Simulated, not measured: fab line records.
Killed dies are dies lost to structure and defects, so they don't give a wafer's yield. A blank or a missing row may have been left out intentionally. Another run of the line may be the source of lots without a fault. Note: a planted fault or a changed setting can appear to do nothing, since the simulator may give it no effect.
Chamber matching    flow nandHarc    NHARC_THIN_TSV_ETCHBACK_48 on rieDiel-11 has 4 sister chambers
The step etches the open film in C4F8/Ar, target depth 1028.5 nm, time 405.17 s. 18 wafers are shown with their chamber, then 9 later ones without.

## WAFERS, EACH WITH ITS CHAMBER
wafer   chamber  rfVppV (V)  oesProductAu (a.u.)  rfFwdPowerW (W)
L837.1  1        549         0.91                 601.5
L837.4  0        543         0.93                 599.1
L837.5  0        543         0.93                 596.5
L839.1  2        552         1.00                 598.4
L839.3  0        543         0.92                 598.3
L839.5  2        552         0.99                 600.3
L845.2  2        552         1.01                 601.1
L845.5  2        553         1.02                 599.9
L845.6  3        542         1.00                 597.2
L850.2  0        543         0.94                 597.6
L850.4  3        543         0.96                 597.2
L850.5  2        551         0.99                 602.2
L852.2  0        543         0.91                 599.0
L852.3  1        548         0.91                 600.0
L852.4  2        553         0.94                 601.5
L853.2  0        543         0.91                 597.6
L853.3  3        542         0.93                 599.6
L853.6  2        551         0.93                 597.9

SIGNATURES (averages over the wafers above)
reading       chamber 0  chamber 1  chamber 2  chamber 3  scatter within a chamber
rfVppV        543.00     548.50     552.00     542.33     0.607
oesProductAu  0.9233     0.9100     0.9829     0.9633     0.0272
rfFwdPowerW   598.017    600.750    600.186    598.000    1.34
Rule: for a wafer and a chamber, the distance is found by dividing, reading by reading, the gap between the wafer's reading and the chamber's mean by the reading's scatter, squaring, summing and taking the root. If the next closest chamber is less than 2 further off than the closest, the wafer can't be placed; otherwise it belongs to the closest. The scatter: take each reading less its chamber's mean, square it, sum over the shown wafers, divide by the number of wafers less the number of chambers, and take the root.

## WAFERS WITH NO CHAMBER GIVEN
wafer   rfVppV (V)  oesProductAu (a.u.)  rfFwdPowerW (W)
L858.1  553         0.94                 599.0
L858.2  544         0.92                 598.5
L858.3  543         0.92                 598.0
L859.1  550         0.93                 597.6
L859.2  544         0.91                 598.9
L859.6  543         0.92                 597.5
L860.1  542         0.93                 598.3
L860.3  542         0.91                 596.8
L860.5  545         0.92                 597.7

## WHICH CHAMBER EACH ONE RAN IN
wafer   from the rows above      in truth
L858.1  2                        2
L858.2  can't be placed: 0 or 3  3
L858.3  can't be placed: 0 or 3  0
L859.1  can't be placed: 1 or 2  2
L859.2  can't be placed: 0 or 3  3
L859.6  can't be placed: 0 or 3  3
L860.1  can't be placed: 3 or 0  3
L860.3  can't be placed: 0 or 3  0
L860.5  can't be placed: 0 or 3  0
1 of 9 placed correctly. Cannot be placed on the basis of these rows: 8; the candidates contain the true chamber in 8. Placed wrongly: 0.
